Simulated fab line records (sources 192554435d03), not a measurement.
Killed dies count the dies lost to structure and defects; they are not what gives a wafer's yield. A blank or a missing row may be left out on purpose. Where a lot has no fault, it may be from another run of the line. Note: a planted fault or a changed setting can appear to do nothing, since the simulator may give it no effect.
The tool behind it: which one?	flow n5-finfet	72 wafers from 24 lots sampled at 5 of the route's 1938 steps

== WHAT THE GAUGES SHOWED, per wafer ==
N5_BEOL_M2_CD_MEAS_35: target cd 18 nm, target cd y 22.2 nm.
lot	measured	on	cd-nm (nm)
L074	day 7 04:25	cd-sem-01	18.3 17.9 17.9
L075	day 7 08:31	cd-sem-03	18.2 18.0 18.2
L076	day 7 20:26	cd-sem-01	17.8 18.4 18.0
L077	day 8 04:49	cd-sem-03	17.9 17.8 18.3
L078	day 8 09:07	cd-sem-01	18.3 18.0 17.7
L079	day 8 09:40	cd-sem-02	18.3 17.5 18.4
L080	day 8 16:34	cd-sem-02	18.5 18.8 18.1
L081	day 8 20:08	cd-sem-02	18.2 17.8 18.6
L082	day 9 00:47	cd-sem-03	17.5 18.2 17.8
L083	day 9 01:14	cd-sem-01	17.9 18.8 18.3
L084	day 10 17:26	cd-sem-03	18.4 18.6 18.5
L085	day 11 00:00	cd-sem-01	17.9 17.9 18.5
L086	day 11 00:08	cd-sem-03	18.2 18.3 18.4
L087	day 11 05:19	cd-sem-03	18.3 18.7 18.8
L088	day 11 08:53	cd-sem-01	18.2 17.6 18.7
L089	day 11 13:14	cd-sem-02	17.6 17.7 18.0
L090	day 11 12:45	cd-sem-01	18.4 18.5 18.2
L092	day 12 00:43	cd-sem-02	18.0 18.7 18.2
L091	day 12 06:22	cd-sem-02	18.0 18.3 17.9
L093	day 12 08:57	cd-sem-01	18.3 18.5 18.1
L094	day 12 12:11	cd-sem-03	18.4 18.0 18.8
L096	day 12 12:55	cd-sem-01	17.7 18.1 18.0
L095	day 12 15:16	cd-sem-02	18.1 18.2 17.9
L097	day 12 18:55	cd-sem-02	18.2 18.2 18.3

== EACH LOT AND THE TOOL THAT RAN IT (in order: tool; ch and the chambers of the sampled wafers; start) ==
lot	N5_BEOL_M2_DESCUM_16	N5_BEOL_M2_DESCUM_33	N5_BEOL_M2_ETCH_41	N5_BEOL_M2_STRIP_97
L074	rie-diel-06 ch 0,3, day 6 16:48	rie-diel-01 ch 0,1, day 6 17:51	rie-diel-01 ch 0,3, day 7 04:25 or earlier	rie-diel-01 ch 0,3, day 7 04:25 or earlier
L075	rie-diel-01 ch 0,2, day 6 20:25	rie-diel-01 ch 1,2, day 6 21:23	rie-diel-04 ch 0,1,2, day 7 08:31 or earlier	rie-diel-04 ch 0,1,2, day 7 08:31 or earlier
L076	rie-diel-01 ch 2,3, day 7 08:40	rie-diel-01 ch 2,3, day 7 09:40	rie-diel-04 ch 0,1, day 7 20:26 or earlier	rie-diel-04 ch 0,1, day 7 20:26 or earlier
L077	rie-diel-01 ch 0,2, day 7 17:22	rie-diel-04 ch 0,3, day 7 18:22	rie-diel-01 ch 0,1, day 8 04:49 or earlier	rie-diel-01 ch 0,1, day 8 04:49 or earlier
L078	rie-diel-04 ch 0,1,2, day 7 20:22	rie-diel-04 ch 0,1, day 7 21:15	rie-diel-06 ch 1,3, day 8 09:07 or earlier	rie-diel-06 ch 1,3, day 8 09:07 or earlier
L079	rie-diel-04 ch 0,2,3, day 7 23:38	rie-diel-04 ch 0,2,3, day 8 00:55	rie-diel-04 ch 0,1,3, day 8 09:40 or earlier	rie-diel-04 ch 0,1,3, day 8 09:40 or earlier
L080	rie-diel-04 ch 0,2, day 8 04:31	rie-diel-01 ch 0,1,2, day 8 05:39	rie-diel-04 ch 1,2,3, day 8 16:34 or earlier	rie-diel-04 ch 1,2,3, day 8 16:34 or earlier
L081	rie-diel-04 ch 0,2,3, day 8 09:38	rie-diel-04 ch 1,2,3, day 8 10:30	rie-diel-06 ch 0,1,2, day 8 20:08 or earlier	rie-diel-06 ch 0,1,2, day 8 20:08 or earlier
L082	rie-diel-06 ch 0,1,2, day 8 17:55	rie-diel-06 ch 0,1,2, day 8 18:48	rie-diel-04 ch 1,2, day 9 00:47 or earlier	rie-diel-04 ch 1,2, day 9 00:47 or earlier
L083	rie-diel-01 ch 0,2, day 8 20:25	rie-diel-06 ch 0,2, day 8 21:25	rie-diel-04 ch 1,2, day 9 01:14 or earlier	rie-diel-04 ch 1,2, day 9 01:14 or earlier
L084	rie-diel-04 ch 1,2, day 10 04:45	rie-diel-01 ch 0,1,3, day 10 05:45	rie-diel-01 ch 2,3, day 10 17:26 or earlier	rie-diel-01 ch 2,3, day 10 17:26 or earlier
L085	rie-diel-04 ch 0,2,3, day 10 07:56	rie-diel-04 ch 1,2, day 10 08:50	rie-diel-01 ch 1,2,3, day 11 00:00 or earlier	rie-diel-01 ch 1,2,3, day 11 00:00 or earlier
L086	rie-diel-01 ch 1,3, day 10 18:53	rie-diel-04 ch 0,1,2, day 10 20:00	rie-diel-04 ch 0,1, day 11 00:08 or earlier	rie-diel-04 ch 0,1, day 11 00:08 or earlier
L087	rie-diel-06 ch 0,1,3, day 11 01:20	rie-diel-06 ch 1,2,3, day 11 02:23	rie-diel-01 ch 0,2,3, day 11 05:19 or earlier	rie-diel-01 ch 0,2,3, day 11 05:19 or earlier
L088	rie-diel-01 ch 0,3, day 11 06:03	rie-diel-04 ch 0,2, day 11 06:56	rie-diel-01 ch 0,2,3, day 11 08:53 or earlier	rie-diel-01 ch 0,2,3, day 11 08:53 or earlier
L089	rie-diel-04 ch 0,1,3, day 11 07:03	rie-diel-04 ch 1,3, day 11 07:55	rie-diel-06 ch 2,3, day 11 13:14 or earlier	rie-diel-06 ch 2,3, day 11 13:14 or earlier
L090	rie-diel-01 ch 0,3, day 11 10:25	rie-diel-04 ch 0,1,2, day 11 11:25	rie-diel-04 ch 0,2,3, day 11 12:45 or earlier	rie-diel-04 ch 0,2,3, day 11 12:45 or earlier
L092	rie-diel-01 ch 1,2,3, day 11 17:04	rie-diel-06 ch 1,3, day 11 18:20	rie-diel-01 ch 1,2,3, day 12 00:43 or earlier	rie-diel-01 ch 1,2,3, day 12 00:43 or earlier
L091	rie-diel-01 ch 0,2, day 11 22:15	rie-diel-04 ch 1,2, day 11 23:10	rie-diel-04 ch 2,3, day 12 06:22 or earlier	rie-diel-04 ch 2,3, day 12 06:22 or earlier
L093	rie-diel-04 ch 1,2, day 12 03:59	rie-diel-01 ch 1,2,3, day 12 04:59	rie-diel-06 ch 2,3, day 12 08:57 or earlier	rie-diel-06 ch 2,3, day 12 08:57 or earlier
L094	rie-diel-06 ch 0,2, day 12 05:26	rie-diel-04 ch 1,2,3, day 12 06:19	rie-diel-01 ch 0,2,3, day 12 12:11 or earlier	rie-diel-01 ch 0,2,3, day 12 12:11 or earlier
L096	rie-diel-04 ch 0,2,3, day 12 06:44	rie-diel-04 ch 0,2,3, day 12 07:50	rie-diel-04 ch 1,2,3, day 12 12:55 or earlier	rie-diel-04 ch 1,2,3, day 12 12:55 or earlier
L095	rie-diel-06 ch 1,2,3, day 12 10:45	rie-diel-01 ch 0,3, day 12 11:59	rie-diel-01 ch 0,2,3, day 12 15:16 or earlier	rie-diel-01 ch 0,2,3, day 12 15:16 or earlier
L097	rie-diel-01 ch 0,1,3, day 12 13:32	rie-diel-06 ch 1,2,3, day 12 14:25	rie-diel-04 ch 1,2,3, day 12 18:55 or earlier	rie-diel-04 ch 1,2,3, day 12 18:55 or earlier
- N5_BEOL_M2_DESCUM_16: chemistry O2, time 7 s.
- N5_BEOL_M2_DESCUM_33: chemistry O2, time 7 s.
- N5_BEOL_M2_ETCH_41: etches SiCN in CH3F/O2, target depth 29.9 nm, time 52.5 s.
- N5_BEOL_M2_STRIP_97: strips in N2/H2, time 10 s.

== WHAT THE TOOLS THEMSELVES READ (means of the sampled wafers that have a number; where no wafer has one, the mark that the record gives instead) ==
N5_BEOL_M2_DESCUM_16.
lot	tool	drypump-motor-current-A (A)	oes-product-au (a.u.)	rf-vpp-V (V)	showerhead-plenum-p-Torr (Torr)	throttle-valve-pct (%)
L074	rie-diel-06	5.1	0.71	242.5	2.09	20.2
L075	rie-diel-01	5.9	0.89	245.3	2.22	20.0
L076	rie-diel-01	5.7	0.86	244.4	2.18	20.1
L077	rie-diel-01	5.9	0.87	245.2	2.22	20.0
L078	rie-diel-04	6.1	0.80	243.8	2.14	20.5
L079	rie-diel-04	5.8	0.87	242.7	2.14	20.2
L080	rie-diel-04	6.0	0.87	242.8	2.14	20.2
L081	rie-diel-04	5.8	0.86	243.4	2.14	20.2
L082	rie-diel-06	5.4	0.82	243.8	2.14	20.2
L083	rie-diel-01	5.9	0.88	244.9	2.23	20.0
L084	rie-diel-04	6.1	0.72	243.2	2.14	20.8
L085	rie-diel-04	5.8	0.84	243.0	2.13	20.2
L086	rie-diel-01	5.2	0.82	244.0	2.13	20.2
L087	rie-diel-06	5.3	0.80	243.2	2.07	20.3
L088	rie-diel-01	5.4	0.87	243.9	2.16	20.1
L089	rie-diel-04	5.9	0.82	244.4	2.16	20.3
L090	rie-diel-01	5.4	0.86	242.7	2.16	20.1
L092	rie-diel-01	5.5	0.79	244.3	2.15	20.2
L091	rie-diel-01	5.9	0.83	245.2	2.22	20.0
L093	rie-diel-04	6.1	0.70	244.0	2.14	20.8
L094	rie-diel-06	5.5	0.90	243.7	2.14	20.0
L096	rie-diel-04	5.9	0.81	242.8	2.13	20.3
L095	rie-diel-06	5.4	0.79	243.2	2.07	20.3
L097	rie-diel-01	5.5	0.80	244.3	2.16	20.2

N5_BEOL_M2_DESCUM_33.
lot	tool	drypump-motor-current-A (A)	oes-product-au (a.u.)	rf-vpp-V (V)	showerhead-plenum-p-Torr (Torr)	throttle-valve-pct (%)
L074	rie-diel-01	5.5	0.81	244.6	2.19	20.3
L075	rie-diel-01	5.7	0.82	244.8	2.19	20.2
L076	rie-diel-01	5.4	0.88	244.8	2.16	20.1
L077	rie-diel-04	5.9	0.95	244.3	2.16	20.0
L078	rie-diel-04	6.2	0.79	244.8	2.17	20.6
L079	rie-diel-04	5.8	0.87	243.9	2.14	20.2
L080	rie-diel-01	5.7	0.82	244.7	2.20	20.2
L081	rie-diel-04	5.9	0.79	243.6	2.14	20.5
L082	rie-diel-06	5.5	0.82	243.3	2.14	20.2
L083	rie-diel-06	5.5	0.77	243.9	2.15	20.1
L084	rie-diel-01	5.5	0.82	244.5	2.17	20.2
L085	rie-diel-04	6.0	0.72	243.4	2.12	20.7
L086	rie-diel-04	6.1	0.78	243.5	2.13	20.5
L087	rie-diel-06	5.4	0.80	242.7	2.07	20.3
L088	rie-diel-04	6.0	0.84	243.1	2.13	20.3
L089	rie-diel-04	5.7	0.82	244.3	2.16	20.4
L090	rie-diel-04	6.1	0.77	244.2	2.13	20.5
L092	rie-diel-06	5.1	0.72	242.2	2.02	20.4
L091	rie-diel-04	6.0	0.71	243.5	2.11	20.7
L093	rie-diel-01	5.5	0.78	243.9	2.15	20.3
L094	rie-diel-04	5.9	0.75	242.6	2.13	20.6
L096	rie-diel-04	5.8	0.81	244.1	2.13	20.3
L095	rie-diel-01	5.7	0.85	243.9	2.19	20.0
L097	rie-diel-06	5.4	0.79	243.3	2.07	20.3

N5_BEOL_M2_ETCH_41.
lot	tool	drypump-motor-current-A (A)	mfc-ar-sccm (sccm)	oes-product-au (a.u.)	rf-vpp-V (V)	showerhead-plenum-p-Torr (Torr)	throttle-valve-pct (%)
L074	rie-diel-01	5.4	150.0	0.90	298.1	2.08	15.9
L075	rie-diel-04	6.1	150.1	0.81	299.5	2.04	16.3
L076	rie-diel-04	6.2	150.2	0.80	299.1	2.07	16.5
L077	rie-diel-01	5.7	149.9	0.85	299.3	2.12	16.1
L078	rie-diel-06	5.2	149.9	0.74	296.6	1.94	16.3
L079	rie-diel-04	5.9	150.0	0.87	298.1	2.06	16.2
L080	rie-diel-04	5.9	149.5	0.79	298.1	2.04	16.4
L081	rie-diel-06	5.5	150.2	0.82	298.9	2.03	16.1
L082	rie-diel-04	6.0	149.7	0.72	296.9	2.02	16.6
L083	rie-diel-04	6.0	149.4	0.72	297.1	2.02	16.6
L084	rie-diel-01	5.7	150.1	0.82	298.0	2.07	16.0
L085	rie-diel-01	5.5	149.3	0.79	297.7	2.06	16.2
L086	rie-diel-04	6.1	150.3	0.84	298.4	2.05	16.1
L087	rie-diel-01	5.7	149.8	0.83	298.3	2.09	16.0
L088	rie-diel-01	5.7	150.1	0.84	298.6	2.09	16.0
L089	rie-diel-06	5.1	150.7	0.76	296.0	1.95	16.2
L090	rie-diel-04	5.8	149.7	0.81	297.7	2.02	16.1
L092	rie-diel-01	5.5	149.9	0.78	297.6	2.06	16.2
L091	rie-diel-04	5.8	149.7	0.75	297.3	2.00	16.3
L093	rie-diel-06	5.1	150.0	0.75	296.3	1.94	16.2
L094	rie-diel-01	5.7	150.2	0.82	297.9	2.08	16.0
L096	rie-diel-04	5.9	150.3	0.75	297.1	2.03	16.4
L095	rie-diel-01	5.7	149.8	0.82	298.6	2.08	16.0
L097	rie-diel-04	5.9	149.6	0.75	297.8	2.03	16.4

N5_BEOL_M2_STRIP_97.
lot	tool	drypump-motor-current-A (A)	oes-product-au (a.u.)	rf-vpp-V (V)	showerhead-plenum-p-Torr (Torr)	throttle-valve-pct (%)
L074	rie-diel-01	5.5	0.91	59.1	2.62	23.2
L075	rie-diel-04	6.1	0.80	59.0	2.58	23.6
L076	rie-diel-04	6.2	0.80	59.6	2.62	23.6
L077	rie-diel-01	5.7	0.85	59.1	2.67	23.3
L078	rie-diel-06	5.2	0.74	59.7	2.45	23.4
L079	rie-diel-04	5.9	0.85	59.3	2.60	23.3
L080	rie-diel-04	5.9	0.79	59.5	2.57	23.5
L081	rie-diel-06	5.5	0.82	59.4	2.58	23.3
L082	rie-diel-04	6.0	0.73	59.4	2.54	23.8
L083	rie-diel-04	6.1	0.72	59.3	2.54	23.8
L084	rie-diel-01	5.8	0.82	59.6	2.64	23.3
L085	rie-diel-01	5.5	0.79	58.8	2.62	23.4
L086	rie-diel-04	6.1	0.84	59.4	2.59	23.5
L087	rie-diel-01	5.7	0.84	59.7	2.65	23.2
L088	rie-diel-01	5.7	0.84	59.0	2.65	23.2
L089	rie-diel-06	5.1	0.77	58.1	2.46	23.3
L090	rie-diel-04	5.8	0.82	59.1	2.55	23.4
L092	rie-diel-01	5.5	0.78	58.9	2.61	23.4
L091	rie-diel-04	5.8	0.76	59.6	2.52	23.5
L093	rie-diel-06	5.1	0.75	59.1	2.46	23.3
L094	rie-diel-01	5.7	0.84	59.5	2.64	23.2
L096	rie-diel-04	5.9	0.75	60.1	2.55	23.5
L095	rie-diel-01	5.7	0.83	59.7	2.64	23.2
L097	rie-diel-04	5.9	0.75	59.3	2.55	23.5

== THE ANSWER, worked out from the rows above alone ==
Rule: the usual values come from the lots themselves. Put in order of their means at a reading, lots are off if they are a third of the lots or fewer, leave a main group of 4 or more, and stand apart from it by a gap of 3 or more times the standard deviation of the main group's means; of several such gaps the widest counts. If all means in a main group match to the digits the tables above print for the reading, that group is not used. A lot without any number at a reading at which 4 lots or more have one is off too. The other lots that the step has rows for count as sound. First the gauges in route order, then the tools' own readings, where a lot's mean is used as printed above. The first step at which some lot is off is used, and at that step the reading that is off furthest; a lot without a number counts as furthest.
No lot is off on any of the readings shown, so nothing can be concluded from this.

== WHAT THE SIMULATOR HAD INSERTED ==
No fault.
